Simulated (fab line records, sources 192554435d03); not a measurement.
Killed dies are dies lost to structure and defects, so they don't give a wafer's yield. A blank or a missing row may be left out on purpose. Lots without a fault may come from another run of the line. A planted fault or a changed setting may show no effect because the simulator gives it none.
Split-lot experiment | flow n5_finfet | 7 lots, 21 wafers read, on a route of 1938 steps

THE SPLIT
At N5_BEOL_M9_EXPOSE_25 (exposes mask V8), the setting dose_mj was moved away from the recipe's 37.25 on 2 of the 21 wafers read, by -2.9% to +4.5%. The other wafers ran this setting at the recipe's value.

FROM THE SPLIT TO THE READING: what the file shows between them, 2 steps
- N5_BEOL_M9_PEB_26: peb time 60 s
- N5_BEOL_M9_DEVELOP_27: develop time 30 s

THE READING
cd_nm, in nm, at N5_BEOL_M9_CD_MEAS_28 (target cd 70 nm). Fault-free wafers of this fab line usually give 70.0 nm, standard deviation 0.3 nm.

wafer  | tool, chamber at the split | dose_mj as run | against the recipe | cd_nm, nm | against lot-mates on the recipe
L080.1 | euv_scanner-02, 0          | 37.25          | recipe             | 70.5      | -
L080.2 | euv_scanner-02, 0          | 37.25          | recipe             | 70.5      | -
L080.5 | euv_scanner-02, 0          | 37.25          | recipe             | 70.0      | -
L087.1 | euv_scanner-02, 0          | 37.25          | recipe             | 70.3      | -
L087.2 | euv_scanner-02, 0          | 37.25          | recipe             | 70.3      | -
L087.4 | euv_scanner-02, 0          | 37.25          | recipe             | 70.5      | -
L090.1 | euv_scanner-02, 0          | 37.25          | recipe             | 69.8      | -
L090.5 | euv_scanner-02, 0          | 37.25          | recipe             | 69.7      | -
L090.6 | euv_scanner-02, 0          | 37.25          | recipe             | 69.9      | -
L091.1 | euv_scanner-01, 0          | 37.25          | recipe             | 70.2      | -
L091.5 | euv_scanner-01, 0          | 37.25          | recipe             | 70.5      | -
L091.6 | euv_scanner-01, 0          | 36.17          | -2.9%              | 69.2      | -1.1
L093.1 | euv_scanner-01, 0          | 37.25          | recipe             | 69.8      | -
L093.2 | euv_scanner-01, 0          | 37.25          | recipe             | 70.2      | -
L093.5 | euv_scanner-01, 0          | 37.25          | recipe             | 70.1      | -
L095.1 | euv_scanner-01, 0          | 37.25          | recipe             | 69.9      | -
L095.3 | euv_scanner-01, 0          | 37.25          | recipe             | 69.8      | -
L095.6 | euv_scanner-01, 0          | 38.91          | +4.5%              | 71.0      | +1.2
L096.1 | euv_scanner-02, 0          | 37.25          | recipe             | 70.0      | -
L096.3 | euv_scanner-02, 0          | 37.25          | recipe             | 69.6      | -
L096.6 | euv_scanner-02, 0          | 37.25          | recipe             | 70.0      | -

THE FIT
A straight line over all 21 wafers: cd_nm changes by +0.236 nm for each +1% of dose_mj; r = +0.71; the points scatter about the line by 0.29 nm.
The same after taking each lot's own level away (the mean of its wafers on the recipe; 21 wafers): +0.301 nm for each +1%; r = +0.91; scatter 0.17 nm.
On that fit, the largest move of dose_mj shifts the reading by 1.3 nm.
The lots' own levels span 69.80 to 70.37 nm, that is 1.9 times the standard deviation above.
So the lot-to-lot level blurs the effect unless lot-mates are compared.
Check: with one of the wafers moved furthest among these (+4.5%) left out of the fit, the line predicts +1.77 nm for it against its lot-mates. It came out at +1.15 nm against them.

OTHER SPLITS ON THESE WAFERS
These wafers also went through other splits before the reading. Each is held against what the fit with the lots' levels taken away leaves over:
other split on the same wafers    | wafers away from the commonest value | r with cd_nm (lot level and that fit taken away)
N5_BEOL_M9_ILD_DEP_00 time_s      | 9                                    | -0.09
N5_BEOL_M9_HM_DEP_02 target_thk_a | 7                                    | -0.08

THE FILE'S OWN FIT
cd_nm changes by +0.307 nm for each +1% of dose_mj, r = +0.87.
